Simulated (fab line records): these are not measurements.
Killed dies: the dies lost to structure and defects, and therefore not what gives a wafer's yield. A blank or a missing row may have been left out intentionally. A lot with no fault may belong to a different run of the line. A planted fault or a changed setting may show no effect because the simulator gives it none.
fab line records	flow n5-finfet
record lots=6	wafers=17	last-day=18
route steps=1938 shown HKMG_FIN@454 GATE_CUT@465 BEOL_M4@1111
lots with no fault: from the same line, run without faults
start-h: hours from the record's first day to the start of the lot's first wafer shown	wait-h: hours from the lot's prior step to this one	" repeats the value in the row above	L1.1+2: several wafers, shown together as one row	- value missing, or start not given	* or withheld: withheld	< > ~ a bound
route shown NAME@n: NAME is a module with steps in the file, n the number in the route of the first one	usual: mean/standard deviation of fault-free wafers	same: alike in all rows	chamber/n: place in a boat	sites: the reading at each site	_std_site: how widely they spread, as a standard deviation	_edge_site: mean of outer sites minus mean of inner sites	radius-mm: for every site, how far away it sits from the centre of the wafer	mask NAME#n: copy n	behind: the last tool/chamber to shape the wafer	hold: cause of the lot's hold/its duration in hours/its outcome	device: whichever transistor did not switch (one of n, p or np)	end of line: the tests these same wafers got at the end of their route	a step without rows: its recipe alone	killed: count of dies lost to structure and defects at first sort (not the wafer's yield)	map: dies across one wafer; x = killed, . = not, _ = none there
set.NAME: the run value of the setting; set.NAME@STEP: its run value at that earlier step	model.NAME: the simulator's own value behind a step, which no gauge read
a table for each step, a row for each wafer; lots at some steps of the route
services: the hour from which a tool's chamber was out of use, counted from the record's first day as start-h (under 0 if before that day), plus the number of hours and why
## steps
# step N5_HKMG_FIN_ETCHBACK_68
# recipe chemistry=Cl2/Ar	stop-on=HfO2	target-depth-a=5	pressure-mtorr=10	icp-w=600	bias-w=60	Cl2_flow_sccm=40	Ar_flow_sccm=60
# step N5_HKMG_FIN_STRIP_69
# recipe chemistry=N2/H2	power-w=2500	temp-c=300	h2-frac=0.65	time-s=360	pressure-mtorr=withheld	n2-flow-sccm=1750	h2-flow-sccm=3250
# usual drypump-motor-current-A=5.7/0.5	heater-power-w=486/27
lot.wafer	tool	chamber	start-h	wait-h	drypump-motor-current-A	heater-power-w	rf-hours-counter-h
L342.1	plasma-asher-01	0	107.98	0.1	5.1	520	48
L342.2	"	1	"	"	6.4	473	48
L342.5	"	1	"	"	6.4	477	-
L343.2	plasma-asher-01	0	115.00	0.1	5.1	526	49
L343.5	"	1	"	"	6.4	450	-
L343.6	"	0	"	"	5.1	527	-
L349.1	plasma-asher-02	0	151.48	0.1	5.8	462	100
L349.3	"	0	"	"	5.8	459	-
L349.4	"	1	"	"	5.4	490	-
L352.1	plasma-asher-01	1	171.13	0.1	6.4	466	57
L352.3	"	1	"	"	6.4	471	-
L352.5	"	1	"	"	6.4	470	-
L353.2	plasma-asher-01	1	173.59	0.1	6.4	481	58
L353.4	"	1	"	"	6.4	482	-
L353.6	"	0	"	"	5.1	517	-
L360.1	plasma-asher-01	0	218.08	0.1	5.1	523	65
L360.5	"	0	"	"	5.1	517	-
# step N5_HKMG_FIN_ALD_21
# recipe material=TiN	target-thk-a=15	temp-c=400	ald-precursor-family=TiCl4	ald-co-reactant=NH3	pulse-time-s=1	purge-time-s=3	co-reactant-purge-time-s=2	co-reactant-pulse-time-s=2	ald-cycles=68	pressure-torr=3
# step N5_HKMG_FIN_ALD_72
# recipe material=W	target-thk-a=20	temp-c=300	pressure-torr=7.5	ald-precursor-family=WF6	ald-co-reactant=B2H6	pulse-time-s=1	purge-time-s=2	co-reactant-purge-time-s=2	co-reactant-pulse-time-s=3	ald-cycles=7
# step N5_HKMG_FIN_W_FILL_22
# recipe material=W	target-thk-a=600	temp-c=400	pressure-torr=39.4	time-s=18.2
# usual heater-power-w=843/110	throttle-valve-pct=19.0/0.53
lot.wafer	tool	chamber	start-h	wait-h	heater-power-w	throttle-valve-pct
L342.1	cvd-w-02	1	108.80	0.0	725	18.8
L342.2	"	0	"	"	759	19.8
L342.5	"	0	"	"	752	19.9
L343.2	cvd-w-01	0	115.81	0.0	997	18.4
L343.5	"	1	"	"	855	19.1
L343.6	"	0	"	"	994	18.2
L349.1	cvd-w-02	1	152.28	0.0	709	19.1
L349.3	"	1	"	"	725	19.3
L349.4	"	0	"	"	765	19.6
L352.1	cvd-w-02	1	171.94	0.0	720	19.4
L352.3	"	0	"	"	752	19.5
L352.5	"	1	"	"	703	19.1
L353.2	cvd-w-01	1	174.40	0.0	850	19.1
L353.4	"	0	"	"	1011	18.4
L353.6	"	0	"	"	1003	18.4
L360.1	cvd-w-01	0	218.89	0.0	1007	18.4
L360.5	"	1	"	"	831	19.1
# step N5_HKMG_FIN_PRECLEAN_83
# recipe chemistry=DIW	time-s=57.5	temp-c=23
# step N5_HKMG_FIN_SRD_84
# recipe dry-time-s=32	dry=n2-spin	spin-rpm=1500
# step N5_HKMG_FIN_CMP_23
# recipe stop-on=SiNx	t-overpolish-s=10	post-cmp-clean=rinse-only	down-force-psi=4	platen-rpm=50.289	pad-velocity-m-s=1.0006	target-thk-nm=46.326
# usual motor-current-A=11.9/1.4	overpolish-run-s=10.000/0.0097	time-to-endpoint-s=12.3/2.9
lot.wafer	tool	chamber	start-h	wait-h	motor-current-A	overpolish-run-s	time-to-endpoint-s
L342.2	cmp-01	1	108.90	0.0	14.3	10.006	10.5
L342.1	"	0	"	"	10.4	10.017	8.7
L342.5	"	1	"	"	14.7	9.995	9.4
L343.2	cmp-04	0	116.00	0.1	12.0	9.991	16.4
L343.6	"	3	"	"	11.6	10.002	15.0
L343.5	"	0	"	"	12.6	10.002	18.4
L349.1	cmp-02	3	152.39	0.0	13.9	9.995	12.3
L349.3	"	0	"	"	11.3	9.993	15.0
L349.4	"	2	"	"	12.3	10.000	11.0
L352.3	cmp-02	3	172.14	0.1	12.9	10.009	13.4
L352.1	"	0	"	"	11.2	9.985	17.0
L352.5	"	3	"	"	13.8	10.001	16.0
L353.4	cmp-02	0	174.50	0.0	11.7	10.017	14.7
L353.2	"	3	"	"	13.1	10.014	11.7
L353.6	"	1	"	"	11.8	10.005	10.2
L360.1	cmp-01	2	218.99	0.0	11.8	10.007	13.8
L360.5	"	2	"	"	12.4	10.002	13.1
# step N5_HKMG_FIN_CMP_94
# recipe stop-on=SiNx	post-cmp-clean=w-dilute-nh4oh	t-overpolish-s=4.7	down-force-psi=4	platen-rpm=50.289	pad-velocity-m-s=1.0006	target-thk-nm=43.299
# usual motor-current-A=11.8/1.3
lot.wafer	tool	chamber	start-h	wait-h	motor-current-A
L342.2	cmp-01	1	109.38	0.4	14.7
L342.1	"	0	"	"	10.9
L342.5	"	1	"	"	13.9
L343.2	cmp-04	0	116.43	0.3	12.2
L343.6	"	3	"	"	11.7
L343.5	"	0	"	"	12.1
L349.1	cmp-02	3	152.87	0.4	12.6
L349.3	"	0	"	"	11.9
L349.4	"	2	"	"	12.2
L352.3	cmp-02	3	172.57	0.3	12.9
L352.1	"	0	"	"	11.7
L352.5	"	3	"	"	12.4
L353.4	cmp-02	0	174.98	0.4	11.8
L353.2	"	3	"	"	13.1
L353.6	"	1	"	"	11.4
L360.1	cmp-01	2	219.47	0.4	12.4
L360.5	"	2	"	"	11.5
# step N5_HKMG_FIN_INSPECT_28
# recipe inspect-instrument=darkfield	mode=post-cmp
# usual raw-defect-count=42/18
lot.wafer	tool	chamber	start-h	wait-h	raw-defect-count
L342.1	defect-inspect-01	-	109.62	0.0	84
L342.2	"	-	"	"	50
L342.5	"	-	"	"	59
L343.2	defect-inspect-01	-	116.63	0.0	46
L343.5	"	-	"	"	54
L343.6	"	-	"	"	54
L349.1	defect-inspect-01	-	153.10	0.0	85
L349.3	"	-	"	"	89
L349.4	"	-	"	"	85
L352.1	defect-inspect-01	-	172.77	0.0	40
L352.3	"	-	"	"	56
L352.5	"	-	"	"	41
L353.2	defect-inspect-02	-	175.22	0.0	36
L353.4	"	-	"	"	68
L353.6	"	-	"	"	71
L360.1	defect-inspect-01	-	219.70	0.0	40
L360.5	"	-	"	"	25
# step N5_GATE_CUT_ETCHBACK_00
# recipe chemistry=SF6/Cl2	target=W	pressure-mtorr=8	icp-w=900	bias-w=80	SF6_flow_sccm=40	Cl2_flow_sccm=60
# usual drypump-motor-current-A=5.62/0.25	oes-product-au=0.78/0.14	throttle-valve-pct=28.03/0.19
lot.wafer	tool	chamber	start-h	wait-h	drypump-motor-current-A	oes-product-au	rf-hours-counter-h	throttle-valve-pct
L342.1	rie-metal-01	0	109.70	0.1	5.39	0.91	6	28.12
L342.2	"	1	"	"	5.85	0.59	150	28.22
L342.5	"	0	"	"	5.38	0.90	-	28.12
L343.2	rie-metal-01	0	116.70	0.1	5.41	0.90	-	28.11
L343.5	"	0	"	"	5.40	0.90	-	28.14
L343.6	"	0	"	"	5.41	0.90	-	28.11
L349.1	rie-metal-01	1	153.14	0.0	5.86	0.97	2	28.33
L349.3	"	0	"	"	5.40	0.87	-	28.13
L349.4	"	1	"	"	5.85	0.97	-	28.33
L352.1	rie-metal-01	1	172.81	0.0	5.84	0.95	3	28.32
L352.3	"	1	"	"	5.82	0.95	-	28.33
L352.5	"	1	"	"	5.84	0.94	-	28.32
L353.2	rie-metal-03	0	175.25	0.0	5.98	0.61	120	28.00
L353.4	"	1	"	"	5.48	0.74	-	27.86
L353.6	"	0	"	"	5.95	0.61	-	28.00
L360.1	rie-metal-03	1	219.74	0.0	5.48	0.72	48	27.88
L360.5	"	0	"	"	6.00	0.61	-	27.98
# step N5_GATE_CUT_ETCH_56
# recipe chemistry=Cl2/Ar	target=TiN	target-depth-a=216	pressure-mtorr=10	icp-w=600	bias-w=60	Cl2_flow_sccm=40	Ar_flow_sccm=60
# usual drypump-motor-current-A=5.61/0.25	oes-product-au=0.78/0.14	rf-fwd-power-W=595.0/2.2	throttle-valve-pct=21.20/0.19
lot.wafer	tool	chamber	start-h	wait-h	drypump-motor-current-A	oes-product-au	rf-fwd-power-W	rf-hours-counter-h	throttle-valve-pct	model.etch.depth-nm
L342.1	rie-metal-01	0	109.82	0.1	5.39	0.91	594.1	6	21.07	22.26
L342.2	"	1	"	"	5.89	0.59	597.1	150	21.55	22.31
L342.5	"	0	"	"	5.39	0.91	595.7	-	21.09	22.06
L343.2	rie-metal-01	0	116.93	0.2	5.38	0.90	594.2	-	21.11	21.92
L343.5	"	0	"	"	5.37	0.90	594.2	-	21.10	21.85
L343.6	"	0	"	"	5.38	0.91	594.5	-	21.09	21.95
L349.1	rie-metal-01	1	153.26	0.1	5.89	0.85	454.8	2	21.56	17.15
L349.3	"	0	"	"	5.41	0.77	448.6	-	21.26	17.35
L349.4	"	1	"	"	5.90	0.84	452.4	-	21.53	17.19
L352.1	rie-metal-01	1	172.93	0.1	5.85	0.83	455.4	3	21.54	17.4
L352.3	"	1	"	"	5.85	0.83	453.0	-	21.57	17.15
L352.5	"	1	"	"	5.85	0.83	451.9	-	21.57	17.44
L353.2	rie-metal-03	0	175.37	0.1	6.00	0.61	591.4	120	21.40	21.19
L353.4	"	1	"	"	5.45	0.74	596.1	-	20.96	21.2
L353.6	"	0	"	"	6.00	0.61	594.2	-	21.41	21.38
L360.1	rie-metal-03	1	219.86	0.1	5.47	0.73	597.8	49	20.98	20.85
L360.5	"	0	"	"	6.01	0.61	594.1	-	21.42	21.01
# step N5_GATE_CUT_ETCHBACK_30
# recipe chemistry=Cl2/Ar	target=TiN	target-depth-a=30	mode=isotropic	pressure-mtorr=10	icp-w=600	bias-w=60	Cl2_flow_sccm=40	Ar_flow_sccm=60
# step N5_BEOL_M4_RC_MEAS_101
# usual DIBL_N=36.1/2	DIBL_P=36.3/2.5	IOFF_N=0.16/0.037	IOFF_P=0.21/0.039	ION_N=678/15	ION_P=465/8.7	SS_N=71.4/0.7	SS_P=73.3/0.74	VT_N=249/3.6	VT_P=-250.0/2.9
lot.wafer	tool	chamber	start-h	wait-h	DIBL_N[mV/V]	DIBL_P[mV/V]	IOFF_N[nA/um]	IOFF_P[nA/um]	ION_N[uA/um]	ION_P[uA/um]	SS_N[mV/dec]	SS_P[mV/dec]	VT_N[mV]	VT_P[mV]
L342.1	prober-02	0	197.80	0.0	33.9	35.8	0.13	0.19	665	464	71.0	72.8	254	-252.9
L342.2	"	0	"	"	36.1	37.4	0.16	0.20	682	467	71.2	73.4	251	-253.5
L342.5	"	0	"	"	33.3	34.6	0.12	0.18	668	462	70.1	73.2	255	-254.2
L343.2	prober-01	0	198.62	0.3	35.9	36.7	0.17	0.19	696	466	71.3	73.4	249	-250.6
L343.5	"	0	"	"	33.3	33.6	0.12	0.16	678	460	70.2	72.2	251	-255.6
L343.6	"	0	"	"	34.7	36.6	0.15	0.21	692	477	71.9	73.4	248	-249.1
L349.1	prober-02	0	256.28	0.0	35.6	35.2	0.17	0.19	685	467	71.0	72.9	248	-252.2
L349.3	"	0	"	"	33.7	33.8	0.13	0.18	677	465	70.9	72.3	252	-252.4
L349.4	"	0	"	"	34.7	34.0	0.14	0.19	658	453	71.0	72.8	250	-252.1
L353.2	prober-02	0	284.11	0.2	37.8	39.4	0.20	0.21	685	459	71.8	73.6	243	-253.1
L353.4	"	0	"	"	35.1	36.4	0.14	0.18	683	468	71.0	73.1	250	-252.0
L353.6	"	0	"	"	32.7	32.8	0.12	0.14	663	449	70.2	72.4	252	-257.2
L352.1	prober-02	0	284.88	0.5	37.0	37.8	0.20	0.24	703	472	70.9	73.6	247	-248.4
L352.3	"	0	"	"	35.1	32.8	0.14	0.16	672	454	71.0	72.8	254	-252.4
L352.5	"	0	"	"	38.4	38.8	0.22	0.26	708	477	72.1	73.6	246	-246.3
L360.1	prober-02	0	313.10	0.0	34.4	35.3	0.13	0.20	663	456	70.3	73.5	250	-248.7
L360.5	"	0	"	"	32.6	32.2	0.11	0.16	674	474	70.5	72.4	252	-252.8
## services
tool	chamber	start-h	hours	kind
rie-metal-01	1	111.38	-	clean
rie-metal-01	1	111.38	16.4	scheduled-down
rie-metal-01	1	111.38	16.4	vent-cycle
rie-metal-03	-	119.00	2.8	pm
plasma-asher-01	-	137.25	14.6	pm
cmp-04	-	140.74	4.0	pm
cmp-04	-	144.74	-	consumable-replace:conditioner
cmp-04	-	144.74	-	consumable-replace:pad
cmp-01	-	147.27	0.3	repair
cvd-w-01	-	150.71	2.8	pm
cmp-01	-	151.92	1.6	repair
cmp-02	-	155.54	2.0	repair
rie-metal-01	-	158.39	2.1	repair
cmp-02	-	163.44	3.8	pm
cmp-04	-	171.47	3.7	pm
plasma-asher-02	-	178.06	0.3	repair
cvd-w-01	-	188.19	1.5	repair
rie-metal-03	0	188.68	12.9	repair
## key
first-sign step=N5_GATE_CUT_ETCH_56	reading=rf-fwd-power-W	direction=down	sigmas=63	usual=*	struck=*
effect none on later readings
model-effect step=N5_GATE_CUT_ETCH_56	value=etch.depth-nm	without=21.92	struck=17.28
met-at N5_GATE_CUT_ETCH_56
struck-wafers L349.1,L349.3,L349.4,L352.1,L352.3,L352.5
baseline-loss step=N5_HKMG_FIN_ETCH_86	wafers=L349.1
onset-between 116.93 153.26
fault kind=process-parameter-drift	tool=rie-metal-01	chamber=-	onset-h=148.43	steps=N5_GATE_CUT_ETCH_56	channel=icp-w	offset=-144	shape=step	end-h=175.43	acts-in=these-recipes-only	stated=600
# baseline-loss: these wafers lose ten dies or more at that step, a loss of the line's own and not of a fault; the sort's usual values leave them out
